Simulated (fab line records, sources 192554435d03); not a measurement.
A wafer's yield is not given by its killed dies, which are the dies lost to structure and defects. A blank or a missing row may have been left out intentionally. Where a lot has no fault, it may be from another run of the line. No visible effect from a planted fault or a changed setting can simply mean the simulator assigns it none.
Comparing a struck lot with a sound one || flow n5_finfet || 40 out of 1938 route steps
Sound: wafers L805.2, L805.3, L805.6. Struck: wafer L801.2 (left out: L801.5, a lot-mate that was not struck); the cause follows at the end.
At each step with rows: each side's tool, then ch and its chambers, then its first start. Under that, the readings that differ: sound wafers || struck wafers || difference of the means || sigmas: that difference in standard deviations of wafers without a fault.
alike: same words and numbers on both sides, and readings whose means sit less than 2 such deviations apart. not compared: any withheld reading, any reading some wafer has no value for, any bound like >300 that may hide the same value, and any number with overlapping values for which the record gives no deviation.
Wherever a step has rows on one side only, a row that says differs or no value, or a row with sigmas, the two part there. When numbers do not overlap yet have no deviation, they are printed without sigmas and do not part them. Lack of a reading on every wafer of one side parts them only where that side has two or more wafers.

first, 11 steps without rows for these wafers: N5_BEOL_M0_SAQP_SPACER1_ETCHBACK_99 (etches SiO2 in CHF3/O2, target depth 15.4 nm, time 7.7 s); N5_BEOL_M0_SAQP_MANDREL1_REMOVE_100 (chemistry HBr/Cl2/O2, target a-Si, stops on SiNx, bt time 10 s); N5_BEOL_M0_SAQP_ETCH_101 (etches SiNx in CH3F/O2, target depth 29.9 nm, time 42.7 s); N5_BEOL_M0_SAQP_ETCH_102 (etches SiO2 in CF4, target depth 4 nm, time 4.4 s); N5_BEOL_M0_SAQP_MANDREL_ETCH_103 (etches a-Si in HBr/Cl2, stops on SiCN, target depth 45 nm, bt time 10 s, time 27 s); N5_BEOL_M0_SAQP_RECESS_104 (chemistry HF/NH3, target SiO2, target depth 18 nm, afs cycles 3, sublimation time 60 s); N5_BEOL_M0_SAQP_COAT_105 (time 60 s, resist thk 100 nm); N5_BEOL_M0_SAQP_ETCH_106 (etches SOC in N2/H2, stops on SiNx, target depth 150 nm); N5_BEOL_M0_SAQP_ETCH_107 (etches SiNx in CH3F/O2, target depth 30 nm); N5_BEOL_M0_SAQP_STRIP_108 (strips in N2/H2); N5_BEOL_M0_SAQP_RECESS_109 (chemistry HF/NH3, target SiO2, target depth 3 nm, afs cycles 1, sublimation time 60 s).
N5_BEOL_M0_SAQP_SPACER2_ALD_26: deposits SiO2, target thk 15 nm, pulse time 1 s, purge time 2 s.
  sound on ald_sin-02 ch 1,2,3, day 9 22:53; struck on ald_sin-04 ch 2, day 8 23:15
{"reading": "model.SiO2_of_BEOL_M0_SAQP_SPACER2_ALD_26.thk_nm (nm)", "sound": "15 14.8 15", "struck": 28.6, "difference": "+13.7", "sigmas": ""}
  alike: heater_power_w, precursor_pulse_height_rel
then, 1 step without rows for these wafers: N5_BEOL_M0_SAQP_SPACER2_ETCHBACK_27 (etches SiO2 in CHF3/O2, target depth 22.5 nm, time 11.25 s).
N5_BEOL_M0_SAQP_MANDREL2_REMOVE_110: chemistry HBr/Cl2/O2, target a-Si, stops on SiCN, bt time 10 s.
  sound on rie_si-01 ch 1,2,3, day 9 23:41; struck on rie_si-05 ch 0, day 9 00:02
{"reading": "model.SiO2_of_BEOL_M0_SAQP_SPACER2_ALD_26.thk_nm (nm)", "sound": "10.6 10.4 10.6", "struck": 24.2, "difference": "+13.7", "sigmas": ""}
{"reading": "model.BEOL_M0_SAQP.cd_nm (nm)", "sound": "15 14.8 15", "struck": 28.6, "difference": "+13.7", "sigmas": ""}
  alike: HBr_flow_sccm, drypump_motor_current_A, he_backside_leak_sccm, oes_product_au, throttle_valve_pct
  not compared: rf_hours_counter_h
N5_BEOL_M0_SAQP_CD_MEAS_29: target cd 14.4 nm.
  sound on cd_sem-03 ch 0, day 9 23:47; struck on cd_sem-03 ch 0, day 9 00:09
{"reading": "cd_nm (nm)", "sound": "15.03 14.90 14.85", "struck": 28.58, "difference": "+13.65", "sigmas": "+62"}
then, 23 steps without rows for these wafers: N5_BEOL_M0_SAQP_COAT_69 (time 60 s, resist thk 90 nm); N5_BEOL_M0_SAQP_COAT_72 (time 60 s, resist thk 15 nm); N5_BEOL_M0_SAQP_COAT_87 (time 60 s, resist thk 5 nm); N5_BEOL_M0_SAQP_COAT_34 (resist thk 30 nm); N5_BEOL_M0_SAQP_EBR_36; N5_BEOL_M0_SAQP_SOFTBAKE_35 (time 60 s); N5_BEOL_M0_SAQP_EXPOSE_37 (exposes mask M0 CUT1, target cd 30 nm); N5_BEOL_M0_SAQP_PEB_38 (peb time 60 s); N5_BEOL_M0_SAQP_DEVELOP_39 (develop time 30 s); N5_BEOL_M0_SAQP_DESCUM_45 (chemistry O2, time 7 s); N5_BEOL_M0_SAQP_ETCH_88 (etches underlayer in N2/H2, target depth 6.5 nm, time 5.2 s); N5_BEOL_M0_SAQP_ETCH_73 (etches SiARC in CF4, target depth 19.5 nm, time 32.5 s); N5_BEOL_M0_SAQP_CUT_ETCH_46 (etches SOC in N2/H2, target depth 135 nm, overetch 27 nm, time 202.5 s); N5_BEOL_M0_SAQP_STRIP_74 (strips in N2/H2); N5_BEOL_M0_SAQP_STRIP_89 (strips in N2/H2); N5_BEOL_M0_SAQP_ALD_48 (deposits SiO2, target thk 20 nm, pulse time 1 s, co reactant pulse time 1 s); N5_BEOL_M0_SAQP_ETCH_49 (etches SiO2 in CF4/O2, target depth 37 nm); N5_BEOL_M0_SAQP_STRIP_75 (strips in CF4); N5_BEOL_M0_CUTY_COAT_50 (time 60 s, resist thk 15 nm); N5_BEOL_M0_CUTY_COAT_51 (resist thk 150 nm); N5_BEOL_M0_CUTY_EBR_52; N5_BEOL_M0_CUTY_SOFTBAKE_53 (time 60 s); N5_BEOL_M0_CUTY_EXPOSE_54 (exposes mask M0 ABLK).
N5_BEOL_M4_RC_MEAS_101:
  the record has rows for the sound wafers here (prober-01 ch 0, day 12 05:41) and none for the struck ones
-- record jumps: 7 days separate the struck wafers' starts on either side; left off in module BEOL_M4, taken up again in module PASSIVATION, whose first shown step is the route's number 1936 --
N5_PASSIVATION_PROBE_49:
  record: rows for the struck wafers here (prober-02, day 15 17:49), none for the sound ones

WHERE THEY PART
First at N5_BEOL_M0_SAQP_CD_MEAS_29; last, within this record, at N5_PASSIVATION_PROBE_49.

WHY: whatever the simulator had introduced
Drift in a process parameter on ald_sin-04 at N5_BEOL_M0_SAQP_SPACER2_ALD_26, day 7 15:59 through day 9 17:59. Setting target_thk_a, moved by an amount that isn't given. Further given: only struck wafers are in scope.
